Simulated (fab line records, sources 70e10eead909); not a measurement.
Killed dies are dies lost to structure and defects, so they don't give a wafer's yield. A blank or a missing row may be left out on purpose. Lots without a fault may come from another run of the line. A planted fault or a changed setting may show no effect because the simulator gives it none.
fab line records | flow nand_harc
record lots=5 wafers=15 last_day=25
route steps=1159 shown A_CONTACT@931
lots that met no fault: from a run of the same line without faults
start_h: hours from the record's first day to the start of the lot's first wafer shown | wait_h: hours since the lot's step before | " the same as in the row above | L1.1+2: a row that stands for several wafers | - no value, or no start given | * or withheld: withheld | < > ~ a bound
route shown NAME@n: a module of which the file shows steps, and the number in the route of the first | usual: mean/standard deviation of fault-free wafers | same: alike in all rows | chamber/n: place in a boat | sites: the reading at each site | _std_site: their standard deviation | _edge_site: outer sites' mean less inner sites' | radius_mm: how far each site lies from the wafer's centre | mask NAME#n: copy n | behind: the tool/chamber that last shaped the wafer | hold: why the lot was held/for how many hours/how that ended | device: the transistor (n, p or np) that didn't switch | end of line: the same wafers' tests at the end of the route | a step without rows: its recipe alone | killed: dies lost to structure and defects at the first sort, not the wafer's yield | map: a wafer's dies, x killed, . not, _ none there
set.NAME: the setting as run; set.NAME@STEP: as run at that earlier step | model.NAME: the simulator's own value behind a step, which no gauge read
lots at some steps of the route; a table a step, a row a wafer
services: from which hour (start_h, from the record's first day; less than 0 if before it) a tool's chamber was out of use, for how many hours, and why
## steps
# step NHARC_A_CONTACT_EBR_04
# usual chill_plate_temp_C=23.03/0.095
# columns lot.wafer tool chamber start_h wait_h chill_plate_temp_C
L083.1 litho_track-06 0 - - 23.15
L083.2 " 0 " " 22.97
L083.6 " 0 " " 22.98
L084.2 litho_track-06 0 - - 22.99
L084.3 " 0 " " 23.05
L084.4 " 0 " " 22.89
L085.1 litho_track-04 0 - - 23.01
L085.5 " 0 " " 23.13
L085.6 " 0 " " 22.97
L095.1 litho_track-04 0 - - 23.00
L095.3 " 0 " " 23.11
L095.5 " 0 " " 23.13
L093.1 litho_track-01 0 - - 23.22
L093.3 " 0 " " 23.13
L093.6 " 0 " " 23.04
# step NHARC_A_CONTACT_EXPOSE_05
# recipe na=1.35 sigma_outer=0.8 dose_mj=84.24 mask_id=A_CC
# columns lot.wafer tool chamber start_h wait_h mask
L083.1+2+6 arfi_scanner-02 0 444.29 - A_CC#0
L084.2+3+4 arfi_scanner-03 0 445.15 - A_CC#0
L085.1+5+6 arfi_scanner-03 0 450.25 - A_CC#0
L095.1+3+5 arfi_scanner-03 0 517.92 - A_CC#0
L093.1+3+6 arfi_scanner-03 0 524.70 - A_CC#0
# step NHARC_A_CONTACT_PEB_06
# recipe peb_temp_c=100 peb_time_s=65
# usual chill_plate_temp_C=23.02/0.11
# columns lot.wafer tool chamber start_h wait_h chill_plate_temp_C
L083.1 litho_track-04 0 444.35 0.1 22.89
L083.2 " 0 " " 22.91
L083.6 " 0 " " 22.95
L084.2 litho_track-04 0 445.21 0.1 22.86
L084.3 " 0 " " 22.81
L084.4 " 0 " " 22.91
L085.1 litho_track-01 0 450.31 0.1 23.04
L085.5 " 0 " " 23.09
L085.6 " 0 " " 22.99
L095.1 litho_track-01 0 517.98 0.1 22.99
L095.3 " 0 " " 23.03
L095.5 " 0 " " 22.82
L093.1 litho_track-06 0 524.77 0.1 23.31
L093.3 " 0 " " 23.16
L093.6 " 0 " " 23.03
# step NHARC_A_CONTACT_DEVELOP_07
# recipe develop_time_s=35 dev_temp_c=23
# usual chill_plate_temp_C=23.02/0.092
# columns lot.wafer tool chamber start_h wait_h chill_plate_temp_C
L083.1 litho_track-04 0 - - 22.96
L083.2 " 0 " " 22.89
L083.6 " 0 " " 23.00
L084.2 litho_track-04 0 - - 23.05
L084.3 " 0 " " 22.93
L084.4 " 0 " " 22.96
L085.1 litho_track-01 0 - - 22.93
L085.5 " 0 " " 23.12
L085.6 " 0 " " 23.02
L095.1 litho_track-01 0 - - 23.17
L095.3 " 0 " " 22.83
L095.5 " 0 " " 23.08
L093.1 litho_track-06 0 - - 23.01
L093.3 " 0 " " 23.06
L093.6 " 0 " " 23.05
# step NHARC_A_CONTACT_CD_MEAS_08
# recipe target_cd_nm=100 landing_energy_ev=500
# usual cd_nm=100.3/0.73
# columns lot.wafer tool chamber start_h wait_h cd_nm
L083.1 cd_sem-01 0 444.43 - 100.4
L083.2 " 0 " " 99.8
L083.6 " 0 " " 100.2
L084.2 cd_sem-02 0 445.29 - 101.3
L084.3 " 0 " " 101.1
L084.4 " 0 " " 101.2
L085.1 cd_sem-02 0 450.39 - 101.3
L085.5 " 0 " " 100.4
L085.6 " 0 " " 99.9
L095.1 cd_sem-01 0 518.06 - 101.4
L095.3 " 0 " " 100.6
L095.5 " 0 " " 100.4
L093.1 cd_sem-01 0 524.85 - 99.3
L093.3 " 0 " " 99.5
L093.6 " 0 " " 98.6
# step NHARC_A_CONTACT_OVL_MEAS_09
# usual overlay_x_nm=-0.1/0.7 overlay_y_nm=0.0/0.95
# columns lot.wafer tool chamber start_h wait_h overlay_x_nm overlay_y_nm
L083.1 overlay-01 - 444.52 - 1.0 0.6
L083.2 " - " " 0.4 0.3
L083.6 " - " " 0.8 0.3
L084.2 overlay-02 - 445.37 - 0.5 0.5
L084.3 " - " " 0.4 0.5
L084.4 " - " " 0.5 0.1
L085.1 overlay-01 - 450.48 - 0.4 -1.3
L085.5 " - " " 0.5 -0.6
L085.6 " - " " 0.3 -0.8
L095.1 overlay-02 - 518.15 - -1.1 0.2
L095.3 " - " " -0.7 0.3
L095.5 " - " " -0.4 0.5
L093.1 overlay-02 - 524.94 - 0.7 0.0
L093.3 " - " " 0.8 -0.1
L093.6 " - " " 1.3 -0.5
# step NHARC_A_CONTACT_INSPECT_10
# usual raw_defect_count=34/18
# columns lot.wafer tool chamber start_h wait_h raw_defect_count
L083.1 defect_inspect-01 - 444.56 0.0 14
L083.2 " - " " 14
L083.6 " - " " 7
L084.2 defect_inspect-01 - 445.41 0.0 60
L084.3 " - " " 40
L084.4 " - " " 48
L085.1 defect_inspect-02 - 450.51 0.0 30
L085.5 " - " " 36
L085.6 " - " " 25
L095.1 defect_inspect-02 - 518.19 0.0 67
L095.3 " - " " 88
L095.5 " - " " 75
L093.1 defect_inspect-02 - 524.98 0.0 33
L093.3 " - " " 35
L093.6 " - " " 42
# step NHARC_A_CONTACT_DESCUM_13
# recipe time_s=3 o2_flow_sccm=200 ar_flow_sccm=0 bias_power_w=0 chemistry=O2
# usual drypump_motor_current_A=5.6/0.44 oes_product_au=1.002/0.013 rf_vpp_V=57.5/0.91 showerhead_plenum_p_Torr=1.86/0.085 throttle_valve_pct=11.310/0.0085
# columns lot.wafer tool chamber start_h wait_h drypump_motor_current_A oes_product_au rf_hours_counter_h rf_vpp_V showerhead_plenum_p_Torr throttle_valve_pct
L083.2 rie_diel-11 3 444.63 0.1 5.5 1.015 24 58.2 1.80 11.313
L083.1 " 0 " " 6.0 0.998 24 57.8 1.94 11.291
L083.6 " 2 " " 5.1 1.007 - 56.0 1.82 11.305
L084.3 rie_diel-05 3 445.48 0.1 5.5 1.016 19 58.0 1.83 11.315
L084.2 " 0 " " 5.6 1.011 20 57.9 1.79 11.319
L084.4 " 1 " " 5.4 0.999 18 58.0 1.85 11.317
L085.1 rie_diel-05 3 450.57 0.1 5.5 1.025 20 56.5 1.83 11.313
L085.6 " 3 " " 5.5 1.024 - 57.5 1.83 11.306
L085.5 " 0 " " 5.6 1.023 - 54.9 1.79 11.315
L095.3 rie_diel-05 0 518.26 0.1 5.6 1.015 34 57.3 1.78 11.311
L095.1 " 1 " " 5.4 0.999 28 57.1 1.84 11.318
L095.5 " 3 " " 5.5 1.024 - 57.4 1.82 11.313
L093.3 rie_diel-11 3 525.05 0.1 5.5 1.000 50 57.2 1.80 11.291
L093.1 " 1 " " 5.1 0.996 51 57.4 1.78 11.313
L093.6 " 3 " " 5.5 1.000 - 55.5 1.80 11.315
# step NHARC_A_CONTACT_ETCH_88
# recipe target_depth_a=390 over_etch_frac=0.3 time_s=65 ion_energy_ev=80 cf4_flow_sccm=150 ar_flow_sccm=0 rf_w=300 bias_w=100 chemistry=CF4
# usual bias_w=100.0/0.31 drypump_motor_current_A=5.6/0.45 oes_product_au=1.004/0.013 rf_vpp_V=150.6/1.1 showerhead_plenum_p_Torr=1.72/0.071 throttle_valve_pct=13.284/0.0095
# columns lot.wafer tool chamber start_h wait_h bias_w drypump_motor_current_A oes_product_au rf_hours_counter_h rf_vpp_V showerhead_plenum_p_Torr throttle_valve_pct
L083.2 rie_diel-11 0 444.70 0.1 100.2 6.0 1.001 24 151.8 1.79 13.280
L083.1 " 2 " " 100.4 5.1 1.002 23 150.5 1.69 13.267
L083.6 " 1 " " 100.0 5.1 1.006 - 149.1 1.66 13.285
L084.2 rie_diel-05 2 445.56 0.1 100.1 5.6 0.986 21 151.3 1.70 13.291
L084.4 " 0 " " 100.2 5.6 1.002 20 148.7 1.66 13.297
L084.3 " 1 " " 100.3 5.4 1.007 18 149.0 1.71 13.277
L085.1 rie_diel-05 1 450.67 0.1 99.9 5.4 0.999 18 149.5 1.71 13.275
L085.6 " 3 " " 100.1 5.5 1.019 - 151.5 1.70 13.287
L085.5 " 0 " " 99.8 5.6 1.007 - 149.7 1.66 13.296
L095.3 rie_diel-05 1 518.34 0.1 100.8 5.4 1.006 28 150.4 1.71 13.291
L095.1 " 3 " " 99.8 5.5 1.027 34 148.4 1.69 13.272
L095.5 " 0 " " 100.0 5.6 1.008 - 150.4 1.66 13.267
L093.3 rie_diel-11 3 525.22 0.2 100.1 5.5 0.996 50 150.4 1.67 13.283
L093.1 " 2 " " 100.0 5.1 0.997 51 148.3 1.68 13.306
L093.6 " 3 " " 100.2 5.5 1.008 - 150.0 1.67 13.295
# step NHARC_A_CONTACT_ETCH_89
# recipe target_depth_a=2600 over_etch_frac=0.3 time_s=475.3 ion_energy_ev=200 n2_flow_sccm=150 h2_flow_sccm=150 ar_flow_sccm=0 rf_w=400 bias_w=150 chemistry=N2/H2
# usual bias_w=150.0/0.39 drypump_motor_current_A=5.7/0.47 oes_product_au=1.002/0.014 rf_vpp_V=429.1/2.6 showerhead_plenum_p_Torr=1.98/0.09 throttle_valve_pct=14.171/0.0099
# columns lot.wafer tool chamber start_h wait_h bias_w drypump_motor_current_A oes_product_au rf_hours_counter_h rf_vpp_V showerhead_plenum_p_Torr throttle_valve_pct
L083.1 rie_diel-11 1 - - 150.1 5.1 0.993 23 428.0 1.90 14.175
L083.2 " 2 " " 150.0 5.1 0.997 23 427.5 1.93 14.175
L083.6 " 0 " " 150.4 6.0 0.997 - 431.7 2.07 14.181
L084.2 rie_diel-05 0 - - 150.6 5.6 1.006 20 426.9 1.90 14.183
L084.3 " 2 " " 149.1 5.6 0.970 21 427.0 1.95 14.181
L084.4 " 3 " " 150.5 5.5 1.018 19 427.7 1.95 14.173
L085.1 rie_diel-05 2 - - 150.0 5.6 0.977 22 428.3 1.95 14.180
L085.6 " 3 " " 150.2 5.5 1.020 - 427.3 1.95 14.160
L085.5 " 0 " " 150.2 5.6 1.026 - 426.6 1.90 14.163
L095.3 rie_diel-05 3 - - 150.6 5.5 1.019 34 427.4 1.94 14.175
L095.1 " 1 " " 150.0 5.4 1.013 29 428.4 1.96 14.177
L095.5 " 0 " " 150.2 5.6 1.009 - 425.6 1.90 14.175
L093.3 rie_diel-11 2 - - 149.7 5.1 0.986 51 426.5 1.92 14.187
L093.1 " 3 " " 149.9 5.5 0.989 50 427.1 1.91 14.164
L093.6 " 0 " " 149.9 6.0 0.993 - 431.0 2.06 14.171
# step NHARC_A_CONTACT_ETCH_30
# recipe target_depth_a=605 time_s=30.2 cf4_flow_sccm=100 chf3_flow_sccm=30 ar_flow_sccm=0 rf_w=500 bias_w=200 chemistry=CF4/CHF3
# usual bias_w=199.9/0.6 drypump_motor_current_A=5.7/0.47 oes_product_au=0.937/0.022 rf_vpp_V=369.3/2.2 showerhead_plenum_p_Torr=1.53/0.064 throttle_valve_pct=16.801/0.0091
# columns lot.wafer tool chamber start_h wait_h bias_w drypump_motor_current_A oes_product_au rf_hours_counter_h rf_vpp_V showerhead_plenum_p_Torr throttle_valve_pct
L083.1 rie_diel-11 1 - - 199.5 5.1 0.978 23 367.5 1.48 16.815
L083.2 " 0 " " 199.8 6.0 0.966 24 371.0 1.59 16.807
L083.6 " 1 " " 200.6 5.1 0.971 - 368.8 1.48 16.805
L084.4 rie_diel-05 0 - - 199.4 5.5 0.935 20 368.1 1.47 16.809
L084.2 " 1 " " 199.6 5.4 0.925 18 368.7 1.52 16.802
L084.3 " 3 " " 200.1 5.5 0.945 19 367.0 1.51 16.802
L085.1 rie_diel-05 1 - - 199.7 5.4 0.935 19 369.5 1.52 16.794
L085.6 " 1 " " 200.0 5.4 0.920 - 368.6 1.52 16.823
L085.5 " 2 " " 200.0 5.6 0.912 - 367.8 1.51 16.800
L095.3 rie_diel-11 3 518.84 - 200.1 5.5 0.934 47 367.1 1.48 16.796
L095.1 " 2 " " 199.8 5.1 0.929 47 367.4 1.49 16.803
L095.5 " 0 " " 200.7 6.0 0.926 - 371.4 1.59 16.797
L093.1 rie_diel-11 1 - - 199.9 5.1 0.931 52 365.7 1.47 16.787
L093.3 " 2 " " 200.2 5.1 0.929 51 367.1 1.49 16.804
L093.6 " 0 " " 198.8 6.0 0.935 - 370.5 1.59 16.791
# step NHARC_A_CONTACT_ETCH_31
# recipe target_depth_a=20000 over_etch_frac=0.3 time_s=520 ion_energy_ev=150 o2_flow_sccm=400 cos_flow_sccm=20 ar_flow_sccm=0 rf_w=500 bias_w=300 chemistry=O2/COS
# usual bias_w=300.1/0.93 drypump_motor_current_A=5.7/0.47 oes_product_au=1.004/0.014 rf_vpp_V=313.2/2 showerhead_plenum_p_Torr=3.05/0.13 throttle_valve_pct=28.331/0.0091
# columns lot.wafer tool chamber start_h wait_h bias_w drypump_motor_current_A oes_product_au rf_hours_counter_h rf_vpp_V showerhead_plenum_p_Torr throttle_valve_pct
L083.1 rie_diel-11 0 - - 300.8 6.0 0.988 24 315.9 3.16 28.317
L083.2 " 1 " " 300.0 5.1 0.992 23 310.9 2.93 28.317
L083.6 " 3 " " 296.9 5.5 1.019 - 311.2 2.95 28.335
L084.2 rie_diel-05 3 - - 300.3 5.5 1.021 19 312.2 2.99 28.330
L084.4 " 0 " " 300.7 5.6 1.014 20 312.4 2.93 28.331
L084.3 " 1 " " 300.0 5.4 0.988 18 314.1 3.02 28.329
L085.1 rie_diel-05 2 - - 301.3 5.6 0.991 22 312.5 2.99 28.329
L085.6 " 2 " " 301.4 5.6 0.988 - 312.6 2.99 28.330
L085.5 " 3 " " 301.0 5.5 1.017 - 312.3 2.99 28.335
L095.3 rie_diel-07 3 519.00 - 301.5 5.5 1.024 35 316.5 3.30 28.326
L095.1 " 0 " " 300.5 5.3 1.010 32 317.3 3.36 28.338
L095.5 " 1 " " 298.7 6.3 1.023 - 315.3 3.18 28.339
L093.3 rie_diel-11 2 - - 298.8 5.1 0.996 51 312.5 2.96 28.319
L093.1 " 0 " " 298.9 6.0 0.997 51 315.0 3.15 28.318
L093.6 " 2 " " 299.9 5.1 0.999 - 312.6 2.96 28.335
# step NHARC_A_CONTACT_ETCH_134
# recipe source_w=withheld pressure_mtorr=20 bias_v=withheld time_s=140 target_depth_a=7000 ar_flow_sccm=withheld c4f8_flow_sccm=withheld o2_flow_sccm=withheld chemistry=C4F8/O2/Ar
# usual oes_air_line_au=0.999/0.02
# columns lot.wafer tool chamber start_h wait_h oes_air_line_au rf_hours_counter_h
L083.2 har_cap_etch-01 1 445.64 - 1.018 67
L083.1 " 0 " " 1.010 67
L083.6 " 0 " " 0.988 -
L084.2 har_cap_etch-03 1 446.52 - 1.028 95
L084.4 " 1 " " 0.987 -
L084.3 " 0 " " 0.992 -
L085.1 har_cap_etch-01 0 451.61 - 0.977 68
L085.5 " 1 " " 0.962 -
L085.6 " 0 " " 0.974 -
L095.1 har_cap_etch-02 0 519.36 - 1.020 34
L095.3 " 1 " " 0.995 -
L095.5 " 0 " " 1.009 -
L093.1 har_cap_etch-02 1 527.47 - 0.987 36
L093.3 " 1 " " 0.965 -
L093.6 " 0 " " 1.002 -
# step NHARC_A_CONTACT_ETCH_135
# recipe source_w=withheld pressure_mtorr=20 bias_v=3000 time_s=132 target_depth_a=12870 ar_flow_sccm=withheld c4f8_flow_sccm=withheld o2_flow_sccm=withheld chemistry=C4F8/O2/Ar
# usual oes_air_line_au=1.001/0.021
# columns lot.wafer tool chamber start_h wait_h oes_air_line_au rf_hours_counter_h
L083.2 har_cap_etch-01 1 445.84 0.2 1.027 68
L083.1 " 0 " " 0.980 68
L083.6 " 0 " " 0.987 -
L084.2 har_cap_etch-03 1 446.72 0.2 0.994 95
L084.4 " 1 " " 1.021 -
L084.3 " 0 " " 0.978 -
L085.1 har_cap_etch-01 0 451.79 0.2 1.014 68
L085.5 " 1 " " 1.030 -
L085.6 " 0 " " 0.997 -
L095.1 har_cap_etch-02 0 519.54 0.2 1.019 34
L095.3 " 1 " " 1.047 -
L095.5 " 0 " " 1.046 -
L093.1 har_cap_etch-02 1 527.67 0.2 1.014 36
L093.3 " 1 " " 0.972 -
L093.6 " 0 " " 0.996 -
# step NHARC_A_CONTACT_ETCH_136
# recipe source_w=withheld pressure_mtorr=20 bias_v=3000 time_s=132 target_depth_a=12870 ar_flow_sccm=withheld c4f8_flow_sccm=withheld o2_flow_sccm=withheld chemistry=C4F8/O2/Ar
# usual oes_air_line_au=1.000/0.022
# columns lot.wafer tool chamber start_h wait_h oes_air_line_au rf_hours_counter_h
L083.2 har_cap_etch-01 1 445.97 0.1 1.006 68
L083.1 " 0 " " 1.008 68
L083.6 " 0 " " 1.006 -
L084.2 har_cap_etch-03 1 446.85 0.1 1.007 95
L084.4 " 1 " " 1.012 -
L084.3 " 0 " " 0.997 -
L085.1 har_cap_etch-01 0 451.92 0.1 0.985 68
L085.5 " 1 " " 0.986 -
L085.6 " 0 " " 0.978 -
L095.1 har_cap_etch-02 0 519.66 0.1 1.016 34
L095.3 " 1 " " 1.047 -
L095.5 " 0 " " 1.046 -
L093.1 har_cap_etch-02 1 527.79 0.1 0.986 36
L093.3 " 1 " " 1.001 -
L093.6 " 0 " " 0.981 -
# step NHARC_A_CONTACT_ETCH_137
# recipe source_w=withheld pressure_mtorr=20 bias_v=3000 time_s=132 target_depth_a=12870 ar_flow_sccm=withheld c4f8_flow_sccm=withheld o2_flow_sccm=withheld chemistry=C4F8/O2/Ar
# usual oes_air_line_au=1.002/0.023
# columns lot.wafer tool chamber start_h wait_h oes_air_line_au rf_hours_counter_h
L083.2 har_cap_etch-01 1 446.09 0.1 1.022 68
L083.1 " 0 " " 0.982 68
L083.6 " 0 " " 1.000 -
L084.2 har_cap_etch-03 1 446.97 0.1 0.979 95
L084.4 " 1 " " 0.975 -
L084.3 " 0 " " 0.984 -
L085.1 har_cap_etch-01 0 452.04 0.1 0.962 68
L085.5 " 1 " " 1.012 -
L085.6 " 0 " " 0.994 -
L095.1 har_cap_etch-02 0 519.79 0.1 1.007 34
L095.3 " 1 " " 0.956 -
L095.5 " 0 " " 1.012 -
L093.1 har_cap_etch-02 1 527.91 0.1 1.014 36
L093.3 " 1 " " 0.984 -
L093.6 " 0 " " 0.983 -
# step NHARC_A_CONTACT_ETCH_138
# recipe source_w=withheld pressure_mtorr=20 bias_v=3000 time_s=132 target_depth_a=12890 ar_flow_sccm=withheld c4f8_flow_sccm=withheld o2_flow_sccm=withheld chemistry=C4F8/O2/Ar
# usual oes_air_line_au=1.003/0.02
# columns lot.wafer tool chamber start_h wait_h oes_air_line_au rf_hours_counter_h
L083.2 har_cap_etch-01 1 446.22 0.1 1.020 68
L083.1 " 0 " " 1.020 68
L083.6 " 0 " " 0.999 -
L084.2 har_cap_etch-03 1 447.09 0.1 0.989 95
L084.4 " 1 " " 0.992 -
L084.3 " 0 " " 0.994 -
L085.1 har_cap_etch-01 0 452.16 0.1 1.045 69
L085.5 " 1 " " 1.016 -
L085.6 " 0 " " 1.011 -
L095.1 har_cap_etch-02 0 519.91 0.1 1.011 34
L095.3 " 1 " " 0.993 -
L095.5 " 0 " " 1.003 -
L093.1 har_cap_etch-02 1 528.04 0.1 0.977 36
L093.3 " 1 " " 0.995 -
L093.6 " 0 " " 0.995 -
# step NHARC_A_CONTACT_ETCH_139
# recipe source_w=withheld pressure_mtorr=20 bias_v=400 time_s=137 target_depth_a=5900 ar_flow_sccm=withheld c4f8_flow_sccm=11.5 o2_flow_sccm=7.2 chemistry=C4F8/O2/Ar
# usual oes_air_line_au=0.996/0.021
# columns lot.wafer tool chamber start_h wait_h oes_air_line_au rf_hours_counter_h
L083.2 har_cap_etch-01 1 446.34 0.1 1.051 68
L083.1 " 0 " " 0.986 68
L083.6 " 0 " " 0.963 -
L084.2 har_cap_etch-03 1 447.21 0.1 0.992 95
L084.4 " 1 " " 1.028 -
L084.3 " 0 " " 0.979 -
L085.1 har_cap_etch-01 0 452.30 0.1 0.984 69
L085.5 " 1 " " 0.991 -
L085.6 " 0 " " 0.996 -
L095.1 har_cap_etch-02 0 520.05 0.1 0.966 34
L095.3 " 1 " " 0.930 -
L095.5 " 0 " " 0.979 -
L093.1 har_cap_etch-02 1 528.16 0.1 0.983 36
L093.3 " 1 " " 1.022 -
L093.6 " 0 " " 1.010 -
# step NHARC_A_CONTACT_ETCH_92
# recipe target_depth_a=400 over_etch_frac=0.5 time_s=85.7 ion_energy_ev=120 ch3f_flow_sccm=50 o2_flow_sccm=30 ar_flow_sccm=200 rf_w=500 bias_w=100 chemistry=CH3F/O2
# usual bias_w=100.01/0.29 drypump_motor_current_A=5.7/0.49 oes_product_au=0.94/0.03 rf_vpp_V=243.4/1.7 showerhead_plenum_p_Torr=2.39/0.099 throttle_valve_pct=20.664/0.0084
# columns lot.wafer tool chamber start_h wait_h bias_w drypump_motor_current_A oes_product_au rf_hours_counter_h rf_vpp_V showerhead_plenum_p_Torr throttle_valve_pct
L083.1 rie_diel-05 1 446.77 0.4 100.29 5.4 0.92 18 244.2 2.37 20.648
L083.2 " 2 " " 99.91 5.6 0.91 22 241.9 2.36 20.655
L083.6 " 0 " " 99.94 5.6 0.94 - 242.0 2.30 20.669
L084.2 rie_diel-05 1 447.62 0.4 100.14 5.4 0.92 18 242.8 2.37 20.669
L084.4 " 2 " " 99.94 5.6 0.91 22 241.4 2.36 20.653
L084.3 " 3 " " 100.59 5.5 0.95 20 243.1 2.35 20.659
L085.1 rie_diel-07 1 452.82 0.5 99.75 6.4 0.95 15 245.1 2.52 20.658
L085.5 " 2 " " 99.99 6.7 0.92 - 243.1 2.40 20.669
L085.6 " 3 " " 99.91 5.4 0.93 - 245.3 2.61 20.673
L095.3 rie_diel-11 2 520.45 0.3 100.43 5.1 1.00 48 244.1 2.33 20.645
L095.1 " 3 " " 100.34 5.5 1.00 48 241.9 2.31 20.663
L095.5 " 1 " " 99.78 5.1 0.99 - 242.3 2.29 20.672
L093.3 rie_diel-11 0 528.56 0.3 100.05 6.0 0.93 52 244.2 2.48 20.662
L093.1 " 3 " " 100.20 5.5 0.93 52 241.1 2.31 20.658
L093.6 " 0 " " 100.19 6.0 0.94 - 242.9 2.48 20.663
# step NHARC_A_CONTACT_ETCH_98
# recipe target_depth_a=200 over_etch_frac=0.5 time_s=10 ion_energy_ev=250 c4f6_flow_sccm=25 o2_flow_sccm=20 ar_flow_sccm=500 rf_w=600 bias_w=500 chemistry=C4F6/O2
# usual bias_w=499.9/1.5 drypump_motor_current_A=5.6/0.48 oes_product_au=0.962/0.024 rf_vpp_V=545/3.2 showerhead_plenum_p_Torr=3.82/0.15 throttle_valve_pct=26.903/0.0093
# columns lot.wafer tool chamber start_h wait_h bias_w drypump_motor_current_A oes_product_au rf_hours_counter_h rf_vpp_V showerhead_plenum_p_Torr throttle_valve_pct
L083.1 rie_diel-05 2 - - 501.5 5.6 0.922 22 543 3.77 26.890
L083.2 " 0 " " 498.9 5.6 0.962 20 542 3.69 26.897
L083.6 " 1 " " 503.4 5.4 0.937 - 544 3.80 26.911
L084.2 rie_diel-05 3 - - 501.6 5.5 0.976 20 545 3.77 26.912
L084.3 " 0 " " 500.0 5.6 0.961 21 542 3.69 26.900
L084.4 " 1 " " 501.5 5.4 0.959 18 545 3.80 26.910
L085.1 rie_diel-07 1 - - 497.1 6.4 0.950 15 550 4.01 26.885
L085.5 " 2 " " 501.5 6.8 0.942 - 545 3.84 26.896
L085.6 " 3 " " 504.6 5.4 0.941 - 552 4.14 26.917
L095.1 rie_diel-11 3 - - 499.1 5.5 0.999 48 542 3.70 26.913
L095.3 " 1 " " 497.3 5.1 0.990 49 540 3.67 26.899
L095.5 " 3 " " 502.1 5.5 0.998 - 542 3.70 26.904
L093.1 rie_diel-11 2 - - 501.9 5.1 0.941 52 542 3.73 26.906
L093.3 " 0 " " 500.0 6.1 0.965 53 547 3.95 26.907
L093.6 " 1 " " 502.4 5.1 0.957 - 542 3.67 26.892
# step NHARC_A_CONTACT_CD_MEAS_15
# usual cd_nm=90.1/0.75
# columns lot.wafer tool chamber start_h wait_h cd_nm
L083.1 cd_sem-02 - 446.96 - 89.5
L083.2 " - " " 90.4
L083.6 " - " " 88.9
L084.2 cd_sem-01 - 447.85 - 90.6
L084.3 " - " " 90.8
L084.4 " - " " 91.0
L085.1 cd_sem-02 - 452.99 - 90.6
L085.5 " - " " 90.1
L085.6 " - " " 90.3
L095.1 cd_sem-02 - 520.64 - 89.9
L095.3 " - " " 87.9
L095.5 " - " " 89.7
L093.1 cd_sem-01 - 528.87 - 90.2
L093.3 " - " " 90.3
L093.6 " - " " 89.4
# step NHARC_A_CONTACT_STRIP_107
# recipe n2_flow_sccm=150 h2_flow_sccm=150 ar_flow_sccm=0 bias_w=0 chemistry=N2/H2
# columns lot.wafer tool chamber start_h wait_h
L083.1+2+6 rie_diel-07 2,3,3 447.04 0.1
L084.2+4+3 rie_diel-07 1,2,3 447.93 0.1
L085.1+6+5 rie_diel-07 3,1,2 453.08 0.1
L095.1+3+5 rie_diel-11 0,3,0 520.73 0.1
L093.1+3+6 rie_diel-07 1,2,0 528.97 0.1
# step NHARC_A_CONTACT_STRIP_108
# recipe cf4_flow_sccm=100 chf3_flow_sccm=30 ar_flow_sccm=0 bias_w=0 chemistry=CF4/CHF3
# columns lot.wafer tool chamber start_h wait_h
L083.2+1+6 rie_diel-07 1,2,2 447.13 0.1
L084.2+4+3 rie_diel-07 3,0,2 448.03 0.1
L085.1+6+5 rie_diel-07 1,3,0 453.16 0.1
L095.3+1+5 rie_diel-11 3,2,3 520.84 0.1
L093.1+3+6 rie_diel-07 0,2,2 529.07 0.1
# step NHARC_A_CONTACT_STRIP_109
# recipe o2_flow_sccm=400 cos_flow_sccm=20 ar_flow_sccm=0 bias_w=0 chemistry=O2/COS
# columns lot.wafer tool chamber start_h wait_h
L083.2+1+6 rie_diel-07 2,3,2 447.19 0.1
L084.2+3+4 rie_diel-07 0,1,3 449.51 1.5
L085.1+5+6 rie_diel-07 0,0,1 453.22 0.1
L095.3+1+5 rie_diel-11 3,0,3 520.97 0.1
L093.3+1+6 rie_diel-07 2,1,2 529.14 0.1
# step NHARC_A_CONTACT_ETCH_110
# recipe target_depth_a=500 overetch_a=50 time_s=27.5 ion_energy_ev=100 cf4_flow_sccm=80 o2_flow_sccm=20 ar_flow_sccm=0 rf_w=300 bias_w=100 chemistry=CF4/O2
# usual bias_w=100.04/0.29 drypump_motor_current_A=5.7/0.51 oes_ar_750_au=0.999/0.0048 oes_product_au=1.003/0.014 rf_vpp_V=197.3/1.6 showerhead_plenum_p_Torr=1.31/0.063 throttle_valve_pct=13.396/0.0095
# columns lot.wafer tool chamber start_h wait_h bias_w drypump_motor_current_A oes_ar_750_au oes_product_au rf_hours_counter_h rf_vpp_V showerhead_plenum_p_Torr throttle_valve_pct
L083.1 rie_diel-07 2 447.48 0.3 100.16 6.8 1.003 0.989 15 197.3 1.30 13.397
L083.2 " 0 " " 100.30 5.3 0.997 1.016 12 199.5 1.44 13.405
L083.6 " 3 " " 99.68 5.4 1.000 0.982 - 199.7 1.42 13.394
L084.3 rie_diel-07 1 449.59 0.1 100.13 6.3 0.994 1.018 13 199.0 1.37 13.400
L084.2 " 2 " " 100.00 6.7 1.002 0.995 17 195.5 1.30 13.401
L084.4 " 3 " " 100.05 5.4 1.001 0.990 16 198.9 1.42 13.407
L085.1 rie_diel-07 2 453.29 0.1 100.06 6.7 0.993 0.981 18 197.8 1.30 13.393
L085.5 " 1 " " 100.19 6.3 0.999 1.013 - 197.4 1.37 13.389
L085.6 " 2 " " 100.30 6.7 0.996 0.985 - 198.3 1.30 13.382
L095.1 rie_diel-11 0 521.19 0.2 100.08 6.0 1.006 1.001 48 198.7 1.35 13.397
L095.3 " 2 " " 99.80 5.1 0.998 1.002 48 196.5 1.26 13.386
L095.5 " 0 " " 100.11 6.0 0.994 1.004 - 197.4 1.35 13.389
L093.1 rie_diel-07 2 529.28 0.1 99.86 6.7 1.008 0.989 43 195.7 1.30 13.391
L093.3 " 0 " " 100.20 5.3 1.001 1.007 37 200.1 1.44 13.410
L093.6 " 1 " " 100.06 6.3 0.991 1.014 - 197.8 1.36 13.402
## services
# columns tool chamber start_h hours kind
rie_diel-11 0 427.90 - clean
rie_diel-11 1 427.90 - clean
rie_diel-11 2 427.90 - clean
rie_diel-11 3 427.90 - clean
arfi_scanner-02 - 428.00 4.0 pm
rie_diel-07 0 439.07 - clean
rie_diel-07 1 439.07 - clean
rie_diel-07 2 439.07 - clean
rie_diel-07 3 439.07 - clean
litho_track-01 - 443.00 7.0 pm
rie_diel-11 0 452.43 - clean
rie_diel-11 1 452.43 - clean
litho_track-06 - 467.00 7.0 pm
arfi_scanner-03 - 469.67 1.4 repair
arfi_scanner-02 - 469.99 1.2 repair
rie_diel-07 3 470.36 5.2 repair
arfi_scanner-03 - 484.00 4.0 pm
arfi_scanner-02 - 485.78 4.2 repair
rie_diel-05 2 490.41 3.5 repair
litho_track-04 - 491.00 7.0 pm
rie_diel-05 1 500.95 8.1 repair
arfi_scanner-02 - 508.43 0.6 repair
rie_diel-05 - 518.63 9.0 pm
rie_diel-07 3 526.22 4.6 repair
## key
fault none
